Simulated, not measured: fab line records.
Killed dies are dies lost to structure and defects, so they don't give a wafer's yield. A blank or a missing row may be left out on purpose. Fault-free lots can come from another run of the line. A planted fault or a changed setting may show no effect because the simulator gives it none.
Which of the tools did it?	flow nand-harc	36 wafers from 12 lots sampled at 5 of the route's 1302 steps

== WHAT THE GAUGES SHOWED, per wafer ==
NHARC_END_SORT_01.
lot	measured	on	defect-limited-yield (%)	killed-at-array	killed-at-other	killed-at-periphery	killed-dies	killed-open	killed-short	sort_bin_2_pct (%)	sort_bin_3_pct (%)	sort_bin_4_pct (%)	sort-n-pass	sort-rim-yield-pct (%)	sort-yield-pct (%)
L963	day 24 18:27	prober-01	86.4 88.5 87.4	89 73 82	0 0 0	3 5 3	92 78 85	3 2 2	4 4 1	3.8 4.9 4.9	1.3 0.6 1.0	8.4 6.1 6.6	585 599 592	83 85 80	86.4 88.5 87.4
L964	day 25 09:55	prober-01	90.4 90.0 89.2	55 53 60	0 0 0	10 15 13	65 68 73	2 1 3	3 2 3	3.7 3.2 4.7	1.2 0.9 1.0	4.7 5.9 5.0	612 609 604	88 88 84	90.4 90.0 89.2
L966	day 26 00:58	prober-02	93.6 93.5 93.5	38 43 42	1 0 1	4 1 1	43 44 44	3 2 1	2 3 3	2.2 1.9 2.1	0.1 0.3 0.6	4.0 4.3 3.8	634 633 633	89 92 91	93.6 93.5 93.5
L968	day 26 23:28	prober-02	92.0 91.9 91.9	51 50 52	1 0 2	2 5 1	54 55 55	4 4 3	4 2 2	3.0 2.7 3.0	0.6 1.0 0.6	4.4 4.4 4.6	623 622 622	90 91 86	92.0 91.9 91.9
L969	day 26 22:44	prober-01	87.1 89.8 87.3	84 63 78	0 2 2	3 4 6	87 69 86	4 2 2	1 1 4	4.9 3.4 4.9	1.2 1.2 1.2	6.8 5.6 6.6	590 608 591	81 89 82	87.1 89.8 87.3
L970	day 27 15:32	prober-02	91.0 90.8 93.1	55 53 45	1 1 0	5 8 2	61 62 47	5 4 2	0 5 0	3.5 3.4 2.8	0.9 0.4 0.4	4.6 5.3 3.7	616 615 630	84 86 86	91.0 90.8 93.1
L972	day 28 03:49	prober-02	90.5 91.6 91.3	61 52 55	0 1 0	3 4 4	64 57 59	4 3 2	2 3 2	3.5 1.8 3.4	0.4 0.9 0.6	5.5 5.8 4.7	613 620 618	85 87 89	90.5 91.6 91.3
L973	day 28 19:32	prober-01	93.1 90.8 91.4	42 56 55	0 0 0	5 6 3	47 62 58	4 5 8	1 3 5	3.1 3.7 2.7	0.4 0.6 0.9	3.4 4.9 5.0	630 615 619	91 86 89	93.1 90.8 91.4
L974	day 29 08:16	prober-01	89.4 87.7 90.0	68 81 67	0 0 0	4 2 1	72 83 68	6 9 4	3 2 0	3.7 4.6 3.2	0.6 0.7 0.9	6.4 6.9 5.9	605 594 609	86 82 84	89.4 87.7 90.0
L982	day 32 21:02	prober-02	92.8 90.3 88.6	46 60 75	0 1 0	3 5 2	49 66 77	4 5 5	2 4 3	3.1 3.2 5.0	0.7 0.7 0.9	3.4 5.8 5.5	628 611 600	89 83 82	92.8 90.3 88.6
L984	day 33 02:56	prober-01	92.3 0 93.2	49 49 46	1 0 0	2 628 0	52 677 46	2 8 2	3 3 0	3.2 94.5 1.9	0.6 0.3 0.4	3.8 5.2 4.4	625 0 631	88 0 92	92.3 0 93.2
L983	day 32 18:14	prober-01	92.3 0 92.2	49 38 43	0 2 4	3 637 6	52 677 53	5 2 4	2 3 1	3.1 95.6 3.0	0.1 0.7 0.4	4.4 3.7 4.4	625 0 624	88 0 89	92.3 0 92.2

== TOOL THAT RAN EACH LOT (tool first, then ch and the chambers of the sampled wafers, then the start) ==
lot	NHARC_P_M1_DEP_00	NHARC_THIN_TSV_STRIP_45	NHARC_THIN_TSV_DEP_47	NHARC_THIN_TSV_CMP_21
L963	pecvd-03 ch 0,2, day 6 12:02	plasma-asher-01 ch 0,1, day 24 02:41	pecvd-01 ch 1,2, day 24 03:32	cmp-02 ch 2,3, day 24 06:10
L964	pecvd-03 ch 0,2, day 6 22:23	plasma-asher-02 ch 0, day 24 17:59	pecvd-01 ch 0,2, day 24 18:50	cmp-03 ch 1,2,3, day 24 21:20
L966	pecvd-03 ch 1,2, day 7 15:23	plasma-asher-02 ch 0,1, day 25 06:49	pecvd-04 ch 0,1, day 25 07:31	cmp-01 ch 0,2, day 25 09:59
L968	pecvd-01 ch 0,1,2, day 8 19:29	plasma-asher-01 ch 0,1, day 26 09:31	pecvd-01 ch 0,1,2, day 26 10:19	cmp-01 ch 1,3, day 26 12:46
L969	pecvd-01 ch 0, day 9 01:36	plasma-asher-01 ch 0,1, day 26 08:01	pecvd-01 ch 0,2, day 26 08:46	cmp-02 ch 0,2,3, day 26 11:50
L970	pecvd-03 ch 0,1, day 9 12:11	plasma-asher-02 ch 0,1, day 27 00:53	pecvd-04 ch 0,1, day 27 01:41	cmp-01 ch 0,2,3, day 27 04:10
L972	pecvd-03 ch 0,1,2, day 10 04:46	plasma-asher-02 ch 0,1, day 27 14:01	pecvd-03 ch 0,1, day 27 14:49	cmp-03 ch 0,1,3, day 27 17:37
L973	pecvd-04 ch 1,2, day 10 21:50	plasma-asher-02 ch 0,1, day 28 04:04	pecvd-01 ch 1,2, day 28 04:47	cmp-02 ch 0,1,2, day 28 07:19
L974	pecvd-01 ch 0,1, day 11 02:56	plasma-asher-01 ch 1, day 28 17:44	pecvd-01 ch 1,2, day 28 18:46	cmp-03 ch 2,3, day 28 21:10
L982	pecvd-04 ch 0,1,2, day 14 11:39	plasma-asher-02 ch 0,1, day 32 04:52	pecvd-01 ch 0,1,2, day 32 05:37	cmp-01 ch 0,1,3, day 32 08:14
L984	pecvd-04 ch 1,2, day 15 00:10	plasma-asher-01 ch 0,1, day 32 06:04	pecvd-04 ch 2, day 32 06:46	cmp-01 ch 2, day 32 09:25
L983	pecvd-04 ch 0,1,2, day 15 01:19	plasma-asher-02 ch 0,1, day 32 03:38	pecvd-01 ch 1,2, day 32 04:23	cmp-01 ch 0,2, day 32 06:56
- NHARC_P_M1_DEP_00: deposits SiOC, target thk 182.5 nm.
- NHARC_THIN_TSV_STRIP_45: strips in O2.
- NHARC_THIN_TSV_DEP_47: deposits SiO2, target thk 200 nm.
- NHARC_THIN_TSV_CMP_21: polishes, t overpolish 30 s, target thk 2000 nm.

== WHAT THE TOOLS THEMSELVES READ (means of the sampled wafers that have a number; where no wafer has one, the mark that the record gives instead) ==
NHARC_THIN_TSV_STRIP_45.
lot	tool	drypump-motor-current-A (A)	heater-power-w (W)
L963	plasma-asher-01	6.3	310
L964	plasma-asher-02	5.4	362
L966	plasma-asher-02	5.6	364
L968	plasma-asher-01	6.2	310
L969	plasma-asher-01	6.2	311
L970	plasma-asher-02	5.6	358
L972	plasma-asher-02	5.7	354
L973	plasma-asher-02	5.7	353
L974	plasma-asher-01	6.3	278
L982	plasma-asher-02	5.7	352
L984	plasma-asher-01	6.2	300
L983	plasma-asher-02	5.7	352

NHARC_THIN_TSV_DEP_47.
lot	tool	throttle-valve-pct (%)
L963	pecvd-01	15.7
L964	pecvd-01	15.6
L966	pecvd-04	16.5
L968	pecvd-01	15.7
L969	pecvd-01	15.3
L970	pecvd-04	16.2
L972	pecvd-03	15.5
L973	pecvd-01	16.0
L974	pecvd-01	16.1
L982	pecvd-01	15.4
L984	pecvd-04	15.2
L983	pecvd-01	15.3

NHARC_THIN_TSV_CMP_21.
lot	tool	motor-current-A (A)	overpolish-run-s (s)	pad-life-wafers	retaining-ring-pressure-frac
L963	cmp-02	13.7	30.007	133	0.998
L964	cmp-03	12.8	30.003	74	1.004
L966	cmp-01	10.8	30.004	25	0.997
L968	cmp-01	13.5	30.016	133	0.999
L969	cmp-02	13.5	30.004	434	0.996
L970	cmp-01	11.5	29.994	194	0.994
L972	cmp-03	12.7	30.003	392	1.002
L973	cmp-02	12.6	30.006	111	0.999
L974	cmp-03	12.4	29.997	56	1.001
L982	cmp-01	12.7	30.006	314	1.000
L984	cmp-01	11.0	29.995	319	0.998
L983	cmp-01	10.6	30.002	309	1.005

== THE ANSWER, worked out from the rows above alone ==
Rule: the usual values come from the lots themselves. Put in order of their means at a reading, lots are off if they are a third of the lots or fewer, leave a main group of 4 or more, and stand apart from it by a gap of 3 or more times the standard deviation of the main group's means; of several such gaps the widest counts. Not used: any main group whose means are identical at the precision the tables above print for the reading. Also off: a lot with no number at a reading for which 4 or more lots have one. The other lots that the step has rows for count as sound. After the gauges, taken in route order, come the tools' own readings; for these a lot's mean is taken, as printed above. The first step at which some lot is off is used, and at that step the reading that is off furthest; a lot without a number counts as furthest.
Off at NHARC_END_SORT_01 (killed-at-periphery): L984, L983. Mean 4.4 and standard deviation 2.9 in the main group.
If a tool, at a process step before that reading, ran all the lots that are off and no sound lot after the first of them, it fits. Gauges at NHARC_END_SORT_01: tried the same way as those tools. Can't be told from this: 2 tools fit, pecvd-04 at NHARC_P_M1_DEP_00, prober-01 at NHARC_END_SORT_01.

== WHAT THE SIMULATOR PUT IN ==
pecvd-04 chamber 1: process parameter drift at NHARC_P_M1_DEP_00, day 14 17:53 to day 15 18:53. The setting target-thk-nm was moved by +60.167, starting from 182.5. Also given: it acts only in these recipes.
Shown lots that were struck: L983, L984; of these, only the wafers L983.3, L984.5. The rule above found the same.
